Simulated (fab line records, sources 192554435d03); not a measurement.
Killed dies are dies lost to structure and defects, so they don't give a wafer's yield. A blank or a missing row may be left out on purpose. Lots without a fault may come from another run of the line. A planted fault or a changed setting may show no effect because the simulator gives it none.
fab line records | flow n5_finfet
record lots=5 wafers=15 last_day=17
route steps=1938 shown HKMG_FIN@416
lots that met no fault: from a run of the same line without faults
start_h: hours from the record's first day to the start of the lot's first wafer shown | wait_h: hours since the lot's step before | " the same as in the row above | L1.1+2: a row that stands for several wafers | - no value, or no start given | * or withheld: withheld | < > ~ a bound
route shown NAME@n: a module of which the file shows steps, and the number in the route of the first | usual: mean/standard deviation of fault-free wafers | same: alike in all rows | chamber/n: place in a boat | sites: the reading at each site | _std_site: their standard deviation | _edge_site: outer sites' mean less inner sites' | radius_mm: how far each site lies from the wafer's centre | mask NAME#n: copy n | behind: the tool/chamber that last shaped the wafer | hold: why the lot was held/for how many hours/how that ended | device: the transistor (n, p or np) that didn't switch | end of line: the same wafers' tests at the end of the route | a step without rows: its recipe alone | killed: dies lost to structure and defects at the first sort, not the wafer's yield | map: a wafer's dies, x killed, . not, _ none there
set.NAME: the setting as run; set.NAME@STEP: as run at that earlier step | model.NAME: the simulator's own value behind a step, which no gauge read
lots at some steps of the route; a table a step, a row a wafer
services: from which hour (start_h, from the record's first day; less than 0 if before it) a tool's chamber was out of use, for how many hours, and why
## steps
# step N5_HKMG_FIN_WET_ETCH_65
# recipe chemistry=TMAH temp_c=70 conc_wt_pct=5 target=a-Si stop_on=TiN time_s=49 target_depth_nm=3
# usual bath_guard_temp_C=70.1/0.56
# columns lot.wafer tool chamber start_h wait_h bath_guard_temp_C
L078.3 wet_bench-04 2 97.43 0.0 69.9
L078.4 " 4 " " 70.5
L078.5 " 1 " " 71.0
L081.1 wet_bench-04 7 118.27 0.0 70.2
L081.3 " 6 " " 70.3
L081.4 " 4 " " 70.2
L084.1 wet_bench-03 0 135.61 0.0 70.8
L084.5 " 4 " " 69.5
L084.6 " 2 " " 69.3
L091.1 wet_bench-06 3 183.79 0.0 69.6
L091.3 " 6 " " 69.8
L091.6 " 0 " " 70.1
L094.1 wet_bench-03 7 193.00 0.0 70.5
L094.4 " 2 " " 69.2
L094.5 " 3 " " 69.9
# step N5_HKMG_FIN_WET_ETCH_81
# recipe chemistry=SC1 target=TiN stop_on=HfO2 mix=1:1:5 temp_c=60 time_s=57 target_depth_nm=6
# usual bath_guard_temp_C=60.1/0.58
# columns lot.wafer tool chamber start_h wait_h bath_guard_temp_C
L078.3 wet_bench-04 2 97.45 0.0 60.4
L078.4 " 4 " " 60.5
L078.5 " 1 " " 60.5
L081.1 wet_bench-04 7 118.28 0.0 59.8
L081.3 " 6 " " 60.1
L081.4 " 4 " " 59.9
L084.1 wet_bench-03 0 135.62 0.0 61.1
L084.5 " 4 " " 59.5
L084.6 " 2 " " 59.3
L091.1 wet_bench-06 3 183.80 0.0 60.1
L091.3 " 6 " " 59.8
L091.6 " 0 " " 59.8
L094.1 wet_bench-03 7 193.02 0.0 61.3
L094.4 " 2 " " 59.2
L094.5 " 3 " " 59.9
# step N5_HKMG_FIN_WET_ETCH_82
# recipe chemistry=dHCl mix=1:10000 temp_c=25 target=La2O3 stop_on=HfO2 target_depth_nm=2 dry=ipa_marangoni rinse_time_s=30 rinse_temp_c=23
# same rinse_time_s=30
# columns lot.wafer tool chamber start_h wait_h
L078.3+4+5 wet_bench-04 2,4,1 97.48 0.0
L081.1+3+4 wet_bench-04 7,6,4 118.31 0.0
L084.1+5+6 wet_bench-03 0,4,2 135.65 0.0
L091.1+3+6 wet_bench-06 3,6,0 183.84 0.0
L094.1+4+5 wet_bench-03 7,2,3 193.09 0.0
# step N5_HKMG_FIN_ALD_36
# recipe material=TiN target_thk_a=10 temp_c=400 ald_precursor_family=TiCl4 ald_co_reactant=NH3 pulse_time_s=1 purge_time_s=3 co_reactant_purge_time_s=2 co_reactant_pulse_time_s=2 ald_cycles=47 pressure_torr=3
# usual chamber_pressure_Torr=2.999/0.0069 heater_power_outer_w=520/48 heater_power_w=858/82 precursor_pulse_height_rel=1.002/0.02
# same pulse_time_s=1 purge_time_s=3
# columns lot.wafer tool chamber start_h wait_h chamber_pressure_Torr heater_power_outer_w heater_power_w precursor_pulse_height_rel
L078.3 ald_metal-03 2 97.54 0.0 3.003 501 820 1.038
L078.4 " 1 " " 2.998 463 752 1.015
L078.5 " 0 " " 2.998 501 917 0.998
L081.1 ald_metal-02 3 118.37 0.0 2.997 576 951 0.997
L081.3 " 0 " " 3.002 537 896 1.021
L081.4 " 3 " " 3.006 607 956 1.014
L084.1 ald_metal-02 0 135.71 0.0 2.985 531 905 1.005
L084.5 " 3 " " 3.003 591 941 0.988
L084.6 " 0 " " 3.001 536 868 1.030
L091.1 ald_metal-03 3 183.90 0.0 3.002 501 769 1.037
L091.3 " 0 " " 3.003 501 903 1.029
L091.6 " 3 " " 2.991 508 745 1.046
L094.1 ald_metal-01 0 193.18 0.0 2.995 514 869 1.027
L094.4 " 2 " " 3.005 555 864 0.992
L094.5 " 2 " " 2.989 543 892 0.989
# step N5_HKMG_FIN_THK_MEAS_70
# recipe thk_meas_gauge=xrf reads=HfO2_of_HKMG_FIN_HK_ALD_01
# usual HK_THK=1.611/0.018
# columns lot.wafer tool chamber start_h wait_h HK_THK[nm]
L078.3 film_metro-02 - 97.82 0.2 1.587
L078.4 " - " " 1.615
L078.5 " - " " 1.589
L081.1 film_metro-01 - 118.66 0.2 1.611
L081.3 " - " " 1.624
L081.4 " - " " 1.643
L084.1 film_metro-02 - 135.99 0.2 1.611
L084.5 " - " " 1.614
L084.6 " - " " 1.655
L091.1 film_metro-02 - 184.18 0.2 1.602
L091.3 " - " " 1.595
L091.6 " - " " 1.600
L094.1 film_metro-01 - 193.46 0.2 1.605
L094.4 " - " " 1.632
L094.5 " - " " 1.613
# step N5_HKMG_FIN_PWFM_ALD_03
# recipe material=TiN target_thk_a=20 temp_c=400 ald_precursor_family=TiCl4 ald_co_reactant=NH3 pulse_time_s=1 purge_time_s=3 co_reactant_purge_time_s=2 co_reactant_pulse_time_s=2 ald_cycles=91 pressure_torr=3
# usual chamber_pressure_Torr=3.000/0.0067 heater_power_outer_w=513/48 heater_power_w=846/80 precursor_pulse_height_rel=1.002/0.017
# same pulse_time_s=1 purge_time_s=3
# columns lot.wafer tool chamber start_h wait_h chamber_pressure_Torr heater_power_outer_w heater_power_w precursor_pulse_height_rel
L078.3 ald_metal-01 3 97.86 0.0 3.001 520 873 0.986
L078.4 " 0 " " 3.004 529 859 0.991
L078.5 " 2 " " 2.997 546 880 0.994
L081.1 ald_metal-01 0 118.69 0.0 3.002 516 901 1.040
L081.3 " 2 " " 2.999 546 881 1.047
L081.4 " 1 " " 3.007 624 1017 1.025
L084.1 ald_metal-03 2 136.03 0.0 3.000 505 834 0.983
L084.5 " 2 " " 2.994 503 805 0.986
L084.6 " 3 " " 2.987 488 767 1.007
L091.1 ald_metal-03 0 184.22 0.0 3.000 486 917 1.017
L091.3 " 3 " " 2.988 499 759 1.004
L091.6 " 2 " " 3.005 512 816 1.008
L094.1 ald_metal-02 2 193.50 0.0 2.999 443 798 1.014
L094.4 " 3 " " 3.006 570 951 1.001
L094.5 " 3 " " 2.999 581 971 1.022
# step N5_HKMG_FIN_COAT_29
# recipe resist=SOC temp_c=250 time_s=60 spin_rpm=1500 resist_thk_nm=300
# usual dispense_pressure_kPa=48/6.3 plate_temp_C=249.99/0.18 spin_speed_rpm=1499.9/0.98
# columns lot.wafer tool chamber start_h wait_h dispense_pressure_kPa plate_temp_C spin_speed_rpm
L078.3 litho_track-02 0 98.33 0.2 48 249.81 1499.2
L078.4 " 0 " " 48 250.08 1498.2
L078.5 " 0 " " 48 250.07 1499.1
L081.1 litho_track-02 0 119.16 0.2 48 249.87 1499.4
L081.3 " 0 " " 48 249.77 1500.0
L081.4 " 0 " " 48 249.91 1499.7
L084.1 litho_track-02 0 136.50 0.2 48 250.04 1499.5
L084.5 " 0 " " 48 250.07 1498.8
L084.6 " 0 " " 48 249.82 1499.4
L091.1 litho_track-01 0 184.69 0.2 41 250.01 1500.4
L091.3 " 0 " " 41 250.05 1499.1
L091.6 " 0 " " 41 250.07 1499.5
L094.1 litho_track-01 0 193.98 0.3 41 249.44 1500.8
L094.4 " 0 " " 41 249.53 1499.4
L094.5 " 0 " " 41 249.69 1499.5
# step N5_HKMG_FIN_COAT_30
# recipe resist=SiARC temp_c=220 time_s=60 spin_rpm=1500 resist_thk_nm=35
# usual dispense_pressure_kPa=48/6.3 plate_temp_C=220.05/0.17 spin_speed_rpm=1499.7/0.89
# columns lot.wafer tool chamber start_h wait_h dispense_pressure_kPa plate_temp_C spin_speed_rpm
L078.3 litho_track-02 0 - - 48 219.88 1500.8
L078.4 " 0 " " 48 220.38 1499.9
L078.5 " 0 " " 48 220.39 1500.6
L081.1 litho_track-02 0 - - 48 219.86 1498.9
L081.3 " 0 " " 48 219.98 1499.6
L081.4 " 0 " " 48 219.99 1498.8
L084.1 litho_track-02 0 - - 48 220.26 1498.7
L084.5 " 0 " " 48 220.41 1498.6
L084.6 " 0 " " 48 220.28 1498.2
L091.1 litho_track-01 0 - - 41 220.24 1501.7
L091.3 " 0 " " 41 219.92 1500.5
L091.6 " 0 " " 41 220.08 1499.5
L094.1 litho_track-01 0 - - 41 219.86 1500.4
L094.4 " 0 " " 41 219.97 1500.2
L094.5 " 0 " " 41 219.93 1500.9
# step N5_HKMG_FIN_COAT_06
# recipe resist=CAR-ArF spin_rpm=1500 resist_thk_nm=90
# usual dispense_pressure_kPa=48/6.3 spin_speed_rpm=1500.0/0.98
# columns lot.wafer tool chamber start_h wait_h dispense_pressure_kPa spin_speed_rpm
L078.3 litho_track-02 0 - - 48 1499.7
L078.4 " 0 " " 48 1501.1
L078.5 " 0 " " 48 1501.0
L081.1 litho_track-02 0 - - 48 1499.4
L081.3 " 0 " " 48 1498.4
L081.4 " 0 " " 48 1498.4
L084.1 litho_track-02 0 - - 48 1502.2
L084.5 " 0 " " 48 1500.3
L084.6 " 0 " " 48 1501.3
L091.1 litho_track-01 0 - - 41 1499.0
L091.3 " 0 " " 41 1499.5
L091.6 " 0 " " 41 1498.9
L094.1 litho_track-01 0 - - 41 1501.0
L094.4 " 0 " " 41 1499.4
L094.5 " 0 " " 41 1499.4
# step N5_HKMG_FIN_EBR_08
# recipe solvent=PGMEA ebr_width_mm=1.5
# columns lot.wafer tool chamber start_h wait_h
L078.3+4+5 litho_track-02 0 - -
L081.1+3+4 litho_track-02 0 - -
L084.1+5+6 litho_track-02 0 - -
L091.1+3+6 litho_track-01 0 - -
L094.1+4+5 litho_track-01 0 - -
# step N5_HKMG_FIN_SOFTBAKE_07
# recipe temp_c=110 time_s=60 resist=CAR-ArF
# usual plate_temp_C=109.98/0.13
# columns lot.wafer tool chamber start_h wait_h plate_temp_C
L078.3 litho_track-02 0 - - 109.94
L078.4 " 0 " " 109.98
L078.5 " 0 " " 110.00
L081.1 litho_track-02 0 - - 109.85
L081.3 " 0 " " 109.95
L081.4 " 0 " " 110.06
L084.1 litho_track-02 0 - - 110.08
L084.5 " 0 " " 110.03
L084.6 " 0 " " 110.05
L091.1 litho_track-01 0 - - 109.94
L091.3 " 0 " " 109.85
L091.6 " 0 " " 109.76
L094.1 litho_track-01 0 - - 110.23
L094.4 " 0 " " 110.16
L094.5 " 0 " " 110.11
# step N5_HKMG_FIN_EXPOSE_09
# recipe mask_id=NWFM na=1.35 source_shape=conventional sigma_outer=0.8 polarization=unpolarized target_cd_nm=98 dose_mj=39.25
# columns lot.wafer tool chamber start_h wait_h mask
L078.3+4+5 arfi_scanner-03 0 98.46 - NWFM#0
L081.1+3+4 arfi_scanner-03 0 119.41 - NWFM#0
L084.1+5+6 arfi_scanner-01 0 136.74 - NWFM#0
L091.1+3+6 arfi_scanner-03 0 184.81 - NWFM#0
L094.1+4+5 arfi_scanner-01 0 194.22 - NWFM#0
# step N5_HKMG_FIN_PEB_10
# recipe peb_temp_c=withheld peb_time_s=60 resist=CAR-ArF
# columns lot.wafer tool chamber start_h wait_h
L078.3+4+5 litho_track-03 0 98.51 0.0
L081.1+3+4 litho_track-01 0 119.46 0.1
L084.1+5+6 litho_track-02 0 136.80 0.1
L091.1+3+6 litho_track-01 0 184.86 0.1
L094.1+4+5 litho_track-01 0 194.28 0.1
# step N5_HKMG_FIN_DEVELOP_11
# recipe develop_time_s=30 developer=TMAH resist=CAR-ArF dev_temp_c=23 rinse_liquid=diw dry=air_spin
# usual developer_temp_C=23.01/0.094
# columns lot.wafer tool chamber start_h wait_h developer_temp_C
L078.3 litho_track-03 0 - - 23.08
L078.4 " 0 " " 23.07
L078.5 " 0 " " 22.96
L081.1 litho_track-01 0 - - 22.85
L081.3 " 0 " " 23.11
L081.4 " 0 " " 23.05
L084.1 litho_track-02 0 - - 23.01
L084.5 " 0 " " 22.92
L084.6 " 0 " " 23.02
L091.1 litho_track-01 0 - - 22.79
L091.3 " 0 " " 22.95
L091.6 " 0 " " 22.92
L094.1 litho_track-01 0 - - 23.14
L094.4 " 0 " " 23.16
L094.5 " 0 " " 23.13
# step N5_HKMG_FIN_CD_MEAS_12
# recipe target_cd_nm=92.8 landing_energy_ev=500 detector=se_inlens
# usual cd_nm=93.5/0.78
# columns lot.wafer tool chamber start_h wait_h cd_nm
L078.3 cd_sem-02 0 98.57 - 92.9
L078.4 " 0 " " 93.3
L078.5 " 0 " " 94.1
L081.1 cd_sem-03 0 119.53 - 92.8
L081.3 " 0 " " 93.4
L081.4 " 0 " " 94.1
L084.1 cd_sem-02 0 136.87 - 94.0
L084.5 " 0 " " 93.3
L084.6 " 0 " " 93.9
L091.1 cd_sem-01 0 184.93 - 93.2
L091.3 " 0 " " 92.7
L091.6 " 0 " " 92.5
L094.1 cd_sem-03 0 194.35 - 93.0
L094.4 " 0 " " 92.7
L094.5 " 0 " " 93.0
# step N5_HKMG_FIN_OVL_MEAS_13
# recipe points_per_wafer=44
# usual NWFM_OVL=0.1/0.84
# columns lot.wafer tool chamber start_h wait_h NWFM_OVL[nm]
L078.3 overlay-01 0 98.60 0.0 0.9
L078.4 " 0 " " 0.8
L078.5 " 0 " " 1.8
L081.1 overlay-01 0 119.56 0.0 -1.0
L081.3 " 0 " " -0.7
L081.4 " 0 " " -0.1
L084.1 overlay-02 0 136.90 0.0 0.7
L084.5 " 0 " " -0.1
L084.6 " 0 " " 0.0
L091.1 overlay-01 0 184.96 0.0 0.6
L091.3 " 0 " " -1.0
L091.6 " 0 " " -0.4
L094.1 overlay-01 0 194.38 0.0 0.6
L094.4 " 0 " " -0.2
L094.5 " 0 " " 0.2
# step N5_HKMG_FIN_INSPECT_14
# recipe mode=adi inspect_instrument=macro
# usual raw_defect_count=2.2/1.6
# columns lot.wafer tool chamber start_h wait_h raw_defect_count
L078.3 defect_inspect-02 - 98.62 0.0 2
L078.4 " - " " 0
L078.5 " - " " 2
L081.1 defect_inspect-01 - 119.58 0.0 2
L081.3 " - " " 2
L081.4 " - " " 2
L084.1 defect_inspect-02 - 136.92 0.0 2
L084.5 " - " " 1
L084.6 " - " " 3
L091.1 defect_inspect-01 - 184.98 0.0 7
L091.3 " - " " 1
L091.6 " - " " 1
L094.1 defect_inspect-01 - 194.40 0.0 3
L094.4 " - " " 0
L094.5 " - " " 0
# step N5_HKMG_FIN_DESCUM_17
# recipe chemistry=O2 time_s=7.9 source_power_w=50 bias_power_w=20 pressure_mtorr=20 rf_frequency_hz=2.712e+07 temp_c=40 resist=CAR-ArF o2_flow_sccm=225
# usual drypump_motor_current_A=5.6/0.56 oes_product_au=0.79/0.093 rf_vpp_V=243.4/1.3 showerhead_plenum_p_Torr=2.12/0.071 throttle_valve_pct=20.42/0.27
# columns lot.wafer tool chamber start_h wait_h drypump_motor_current_A oes_product_au rf_hours_counter_h rf_vpp_V showerhead_plenum_p_Torr throttle_valve_pct
L078.3 rie_diel-05 3 98.69 0.1 5.7 0.69 242 242.8 2.06 20.80
L078.4 " 2 " " 6.5 0.98 1 245.0 2.23 20.21
L078.5 " 3 " " 5.7 0.69 - 242.1 2.06 20.80
L081.1 rie_diel-06 3 119.62 0.0 5.7 0.71 234 242.0 2.09 20.54
L081.3 " 2 " " 6.4 0.98 5 246.3 2.26 20.38
L081.4 " 1 " " 5.5 0.70 218 242.8 2.18 21.00
L084.1 rie_diel-05 1 136.95 0.0 5.5 0.70 227 241.5 2.10 20.63
L084.5 " 1 " " 5.5 0.70 - 243.1 2.10 20.62
L084.6 " 0 " " 5.5 0.81 - 240.9 2.02 20.27
L091.1 rie_diel-06 2 185.02 0.0 6.4 0.91 27 245.7 2.25 20.41
L091.3 " 1 " " 5.5 0.68 241 243.0 2.17 21.05
L091.6 " 0 " " 4.9 0.86 - 242.4 2.04 20.27
L094.1 rie_diel-05 2 194.44 0.0 6.5 0.88 37 244.1 2.21 20.25
L094.4 " 1 " " 5.4 0.68 248 243.3 2.09 20.64
L094.5 " 1 " " 5.4 0.68 - 242.0 2.09 20.66
# step N5_HKMG_FIN_ETCH_31
# recipe chemistry=CF4 target=SiARC target_depth_a=455 mask_material=CAR-ArF time_s=75.8 ion_energy_ev=80 pressure_mtorr=40 source_w=545 bias_w=36 Ar_flow_sccm=100 cf4_flow_sccm=100 ends=cleared
# usual cf4_flow_sccm=100.0/0.31 drypump_motor_current_A=5.6/0.56 etch_rf_on_time_s=76.2/1.9 mfc_ar_sccm=100.0/0.31 oes_product_au=0.67/0.077 rf_vpp_V=184.2/1.1 showerhead_plenum_p_Torr=2.16/0.069 throttle_valve_pct=15.57/0.22
# columns lot.wafer tool chamber start_h wait_h cf4_flow_sccm drypump_motor_current_A etch_rf_on_time_s mfc_ar_sccm oes_product_au rf_hours_counter_h rf_vpp_V showerhead_plenum_p_Torr throttle_valve_pct
L078.3 rie_diel-05 3 98.72 0.0 99.6 5.7 78.5 99.7 0.58 242 182.6 2.10 15.94
L078.4 " 2 " " 100.6 6.5 79.0 100.0 0.82 1 186.5 2.29 15.41
L078.5 " 3 " " 99.8 5.7 78.1 100.0 0.58 - 184.0 2.10 15.94
L081.1 rie_diel-06 3 119.65 0.0 99.9 5.7 74.8 99.4 0.60 234 183.4 2.11 15.60
L081.3 " 2 " " 99.7 6.4 72.2 100.2 0.83 5 186.6 2.28 15.35
L081.4 " 1 " " 100.0 5.5 75.8 99.7 0.60 218 184.6 2.19 15.96
L084.1 rie_diel-05 1 136.99 0.0 100.1 5.4 75.7 100.7 0.60 227 183.2 2.12 15.69
L084.5 " 1 " " 99.9 5.4 76.4 100.4 0.59 - 183.3 2.12 15.68
L084.6 " 0 " " 100.4 5.5 77.3 99.6 0.68 - 183.8 2.08 15.48
L091.1 rie_diel-06 2 185.05 0.0 100.3 6.4 73.5 100.4 0.79 27 185.8 2.28 15.38
L091.3 " 1 " " 100.0 5.5 76.7 99.8 0.58 241 184.0 2.18 15.99
L091.6 " 0 " " 100.1 4.8 75.0 100.0 0.74 - 182.7 2.09 15.40
L094.1 rie_diel-05 2 194.47 0.0 100.2 6.5 78.5 100.4 0.73 37 183.2 2.28 15.49
L094.4 " 1 " " 100.1 5.5 76.2 100.7 0.58 248 182.9 2.12 15.70
L094.5 " 1 " " 100.2 5.5 76.1 100.8 0.58 - 182.9 2.12 15.72
# step N5_HKMG_FIN_ETCH_32
# recipe chemistry=N2/H2 target=SOC target_depth_a=2400 temp_c=40 time_s=300 ion_energy_ev=200 mask_material=SiARC pressure_mtorr=30 source_w=840 bias_w=150 n2_flow_sccm=200 h2_flow_sccm=200
# usual drypump_motor_current_A=5.6/0.56 oes_product_au=0.79/0.09 rf_vpp_V=524.5/2.5 showerhead_plenum_p_Torr=2.56/0.079 throttle_valve_pct=17.77/0.24
# columns lot.wafer tool chamber start_h wait_h drypump_motor_current_A oes_product_au rf_hours_counter_h rf_vpp_V showerhead_plenum_p_Torr throttle_valve_pct
L078.3 rie_diel-05 3 98.78 0.0 5.7 0.68 242 522.8 2.51 18.28
L078.4 " 2 " " 6.5 0.95 1 528.6 2.71 17.65
L078.5 " 3 " " 5.8 0.68 - 524.1 2.51 18.30
L081.1 rie_diel-06 3 119.71 0.0 5.7 0.69 234 522.9 2.48 17.60
L081.3 " 2 " " 6.4 0.98 5 530.1 2.71 17.43
L081.4 " 1 " " 5.6 0.70 218 525.9 2.59 17.96
L084.1 rie_diel-05 1 137.05 0.0 5.5 0.69 227 522.9 2.50 17.83
L084.5 " 1 " " 5.4 0.70 - 522.7 2.50 17.85
L084.6 " 0 " " 5.5 0.81 - 521.9 2.48 17.84
L091.1 rie_diel-06 2 185.11 0.0 6.4 0.90 27 529.1 2.70 17.50
L091.3 " 1 " " 5.6 0.68 241 526.1 2.58 18.02
L091.6 " 0 " " 4.8 0.86 - 520.6 2.50 17.94
L094.1 rie_diel-05 2 194.53 0.0 6.5 0.85 37 527.7 2.70 17.70
L094.4 " 1 " " 5.4 0.66 248 521.8 2.49 17.88
L094.5 " 1 " " 5.4 0.67 - 522.3 2.49 17.88
# step N5_HKMG_FIN_STRIP_33
# recipe chemistry=N2/H2 temp_c=40 n2_flow_sccm=200 h2_flow_sccm=200 rf_frequency_hz=6e+07
# columns lot.wafer tool chamber start_h wait_h
L078.3+4+5 rie_diel-05 3,2,3 98.96 0.1
L081.1+3+4 rie_diel-06 3,2,1 119.89 0.1
L084.1+5+6 rie_diel-05 1,1,0 137.23 0.1
L091.1+3+6 rie_diel-06 2,1,0 185.29 0.1
L094.1+4+5 rie_diel-05 2,1,1 194.71 0.1
# step N5_HKMG_FIN_STRIP_34
# recipe chemistry=CF4 resist=SiARC power_w=300 bias_power_w=75 pressure_mtorr=50 cf4_flow_sccm=150 rf_frequency_hz=6e+07
# usual cf4_flow_sccm=150.0/0.44 drypump_motor_current_A=5.6/0.56 oes_product_au=0.78/0.085 power_w=300.0/0.93 rf_vpp_V=271.3/1.5 showerhead_plenum_p_Torr=1.81/0.056 throttle_valve_pct=13.56/0.22
# columns lot.wafer tool chamber start_h wait_h cf4_flow_sccm drypump_motor_current_A oes_product_au power_w rf_hours_counter_h rf_vpp_V showerhead_plenum_p_Torr throttle_valve_pct
L078.3 rie_diel-05 3 98.97 0.0 150.0 5.7 0.69 301.0 242 271.4 1.76 13.97
L078.4 " 2 " " 149.6 6.4 0.97 300.4 1 273.3 1.92 13.36
L078.5 " 3 " " 150.0 5.7 0.68 301.0 - 269.6 1.76 13.98
L081.1 rie_diel-06 3 119.90 0.0 150.0 5.7 0.69 299.9 234 271.2 1.77 13.65
L081.3 " 2 " " 150.0 6.4 0.95 298.5 5 272.6 1.92 13.32
L081.4 " 1 " " 149.7 5.5 0.70 298.2 218 272.9 1.82 13.90
L084.1 rie_diel-05 1 137.24 0.0 150.8 5.4 0.69 300.6 227 271.6 1.78 13.69
L084.5 " 1 " " 150.1 5.5 0.70 301.1 - 270.8 1.78 13.67
L084.6 " 0 " " 149.6 5.4 0.79 300.6 - 269.8 1.75 13.47
L091.1 rie_diel-06 2 185.30 0.0 149.9 6.4 0.88 300.6 28 272.4 1.92 13.37
L091.3 " 1 " " 149.0 5.6 0.69 298.3 241 271.2 1.81 13.94
L091.6 " 0 " " 149.7 4.8 0.85 300.2 - 269.8 1.77 13.40
L094.1 rie_diel-05 2 194.72 0.0 149.1 6.4 0.87 301.8 37 273.1 1.91 13.42
L094.4 " 1 " " 149.9 5.4 0.68 300.3 248 270.6 1.77 13.72
L094.5 " 1 " " 150.1 5.4 0.68 299.1 - 271.5 1.77 13.71
# step N5_HKMG_FIN_ETCH_35
# recipe chemistry=N2/H2 target=SOC target_depth_a=2158 ion_energy_ev=65 bias_w=5 source_w=3000 time_s=243.4 pressure_mtorr=30 n2_flow_sccm=200 h2_flow_sccm=200
# usual drypump_motor_current_A=5.6/0.56 oes_product_au=0.79/0.089 rf_vpp_V=141.7/0.94 showerhead_plenum_p_Torr=2.56/0.079 throttle_valve_pct=17.78/0.24
# columns lot.wafer tool chamber start_h wait_h drypump_motor_current_A oes_product_au rf_hours_counter_h rf_vpp_V showerhead_plenum_p_Torr throttle_valve_pct
L078.3 rie_diel-05 3 98.99 0.0 5.7 0.68 242 140.5 2.51 18.29
L078.4 " 2 " " 6.5 0.94 1 142.9 2.71 17.66
L078.5 " 3 " " 5.7 0.68 - 142.8 2.51 18.31
L081.1 rie_diel-06 3 119.92 0.0 5.7 0.70 234 141.1 2.48 17.64
L081.3 " 2 " " 6.4 0.97 5 141.0 2.71 17.47
L081.4 " 1 " " 5.6 0.69 218 141.9 2.59 17.98
L084.1 rie_diel-05 1 137.26 0.0 5.4 0.70 227 140.0 2.50 17.86
L084.5 " 1 " " 5.4 0.69 - 141.8 2.50 17.85
L084.6 " 0 " " 5.5 0.80 - 141.5 2.48 17.84
L091.1 rie_diel-06 2 185.32 0.0 6.4 0.91 28 142.7 2.70 17.51
L091.3 " 1 " " 5.6 0.67 241 141.6 2.58 18.01
L091.6 " 0 " " 4.8 0.85 - 140.0 2.50 17.96
L094.1 rie_diel-05 2 194.74 0.0 6.4 0.85 37 143.0 2.70 17.71
L094.4 " 1 " " 5.4 0.67 248 140.7 2.49 17.91
L094.5 " 1 " " 5.4 0.66 - 142.1 2.49 17.90
# step N5_HKMG_FIN_STRIP_92
# recipe chemistry=N2/H2 material=SOC time_s=20 power_w=500 temp_c=40 pressure_mtorr=50 rf_frequency_hz=6e+07 bias_power_w=8 h2_frac=0.5 n2_flow_sccm=300 h2_flow_sccm=300
# usual drypump_motor_current_A=5.6/0.56 oes_product_au=0.79/0.086 power_w=500.2/1.7 rf_vpp_V=54.3/0.97 showerhead_plenum_p_Torr=3.38/0.1 throttle_valve_pct=18.9/0.47
# columns lot.wafer tool chamber start_h wait_h drypump_motor_current_A oes_product_au power_w rf_hours_counter_h rf_vpp_V showerhead_plenum_p_Torr throttle_valve_pct
L078.3 rie_diel-05 3 99.14 0.1 5.7 0.67 500.3 242 55.8 3.31 19.8
L078.4 " 2 " " 6.4 0.96 501.2 2 54.2 3.57 19.0
L078.5 " 3 " " 5.8 0.68 500.0 - 54.9 3.31 19.8
L081.1 rie_diel-06 3 120.07 0.1 5.7 0.69 501.5 234 54.3 3.28 18.6
L081.3 " 2 " " 6.4 0.96 501.7 5 56.3 3.57 18.3
L081.4 " 1 " " 5.6 0.71 499.0 218 55.3 3.42 18.7
L084.1 rie_diel-05 1 137.40 0.1 5.4 0.71 499.6 227 53.5 3.30 19.2
L084.5 " 1 " " 5.5 0.70 501.1 - 54.2 3.31 19.2
L084.6 " 0 " " 5.5 0.79 499.4 - 53.2 3.27 19.3
L091.1 rie_diel-06 2 185.47 0.1 6.4 0.91 502.0 28 54.9 3.56 18.3
L091.3 " 1 " " 5.6 0.69 498.4 241 53.8 3.41 18.8
L091.6 " 0 " " 4.9 0.86 496.1 - 54.6 3.31 19.7
L094.1 rie_diel-05 2 194.89 0.1 6.5 0.86 501.0 37 54.3 3.55 19.0
L094.4 " 1 " " 5.4 0.69 500.2 248 54.9 3.29 19.2
L094.5 " 1 " " 5.4 0.69 499.0 - 53.5 3.29 19.2
# step N5_HKMG_FIN_WET_ETCH_18
# recipe chemistry=SC1 target=TiN mix=1:1:5 temp_c=* time_s=55 target_depth_nm=5.2 dry=ipa_marangoni rinse_time_s=30 rinse_temp_c=23
# usual bath_guard_temp_C=*
# same rinse_time_s=30
# columns lot.wafer tool chamber start_h wait_h bath_guard_temp_C
L078.3 wet_bench-04 7 99.22 0.1 *
L078.4 " 3 " " *
L078.5 " 6 " " *
L081.1 wet_bench-03 0 120.15 0.1 *
L081.3 " 7 " " *
L081.4 " 1 " " *
L084.1 wet_bench-03 5 137.49 0.1 *
L084.5 " 0 " " *
L084.6 " 6 " " *
L091.1 wet_bench-04 5 185.55 0.1 *
L091.3 " 6 " " *
L091.6 " 1 " " *
L094.1 wet_bench-03 7 194.97 0.1 *
L094.4 " 6 " " *
L094.5 " 5 " " *
# step N5_HKMG_FIN_STRIP_19
# recipe chemistry=N2/H2 power_w=2500 temp_c=300 h2_frac=0.65 time_s=360 pressure_mtorr=withheld n2_flow_sccm=1750 h2_flow_sccm=3250
# usual drypump_motor_current_A=5.7/0.54 heater_power_w=463/58
# columns lot.wafer tool chamber start_h wait_h drypump_motor_current_A heater_power_w rf_hours_counter_h
L078.3 plasma_asher-01 1 99.40 0.1 5.9 464 -
L078.4 " 0 " " 6.2 423 -
L078.5 " 0 " " 6.2 433 -
L081.1 plasma_asher-01 1 120.22 0.0 5.9 465 48
L081.3 " 0 " " 6.2 421 -
L081.4 " 1 " " 5.8 471 -
L084.1 plasma_asher-02 0 137.55 0.0 4.9 409 94
L084.5 " 0 " " 4.9 400 -
L084.6 " 1 " " 6.0 546 -
L091.1 plasma_asher-02 1 185.61 0.0 6.0 547 102
L091.3 " 1 " " 6.1 552 -
L091.6 " 1 " " 6.1 534 -
L094.1 plasma_asher-01 0 195.07 0.0 6.3 428 63
L094.4 " 0 " " 6.3 414 -
L094.5 " 0 " " 6.2 422 -
## services
# columns tool chamber start_h hours kind
arfi_scanner-03 - 77.18 6.0 pm
rie_diel-05 2 83.03 - clean
rie_diel-05 2 83.03 - consumable_replace:focus_ring
arfi_scanner-01 - 84.36 1.0 pm
plasma_asher-02 - 84.41 1.2 repair
rie_diel-06 0 93.20 17.5 repair
plasma_asher-02 - 97.19 2.7 repair
ald_metal-03 - 99.22 0.8 repair
ald_metal-03 - 105.92 14.6 pm
ald_metal-02 1 110.16 20.2 repair
rie_diel-05 2 111.68 4.3 repair
arfi_scanner-03 - 123.99 0.8 pm
arfi_scanner-03 - 128.33 4.9 pm
arfi_scanner-03 - 133.34 2.0 repair
arfi_scanner-01 - 134.69 1.3 pm
arfi_scanner-01 - 141.37 1.9 repair
rie_diel-05 0 153.50 6.6 repair
ald_metal-03 - 156.72 0.3 repair
ald_metal-01 - 164.29 0.6 repair
wet_bench-03 - 176.29 1.6 repair
arfi_scanner-01 - 177.94 1.0 pm
arfi_scanner-03 - 187.09 1.3 pm
plasma_asher-02 - 193.41 0.7 repair
arfi_scanner-03 - 194.57 1.0 pm
## key
fault none
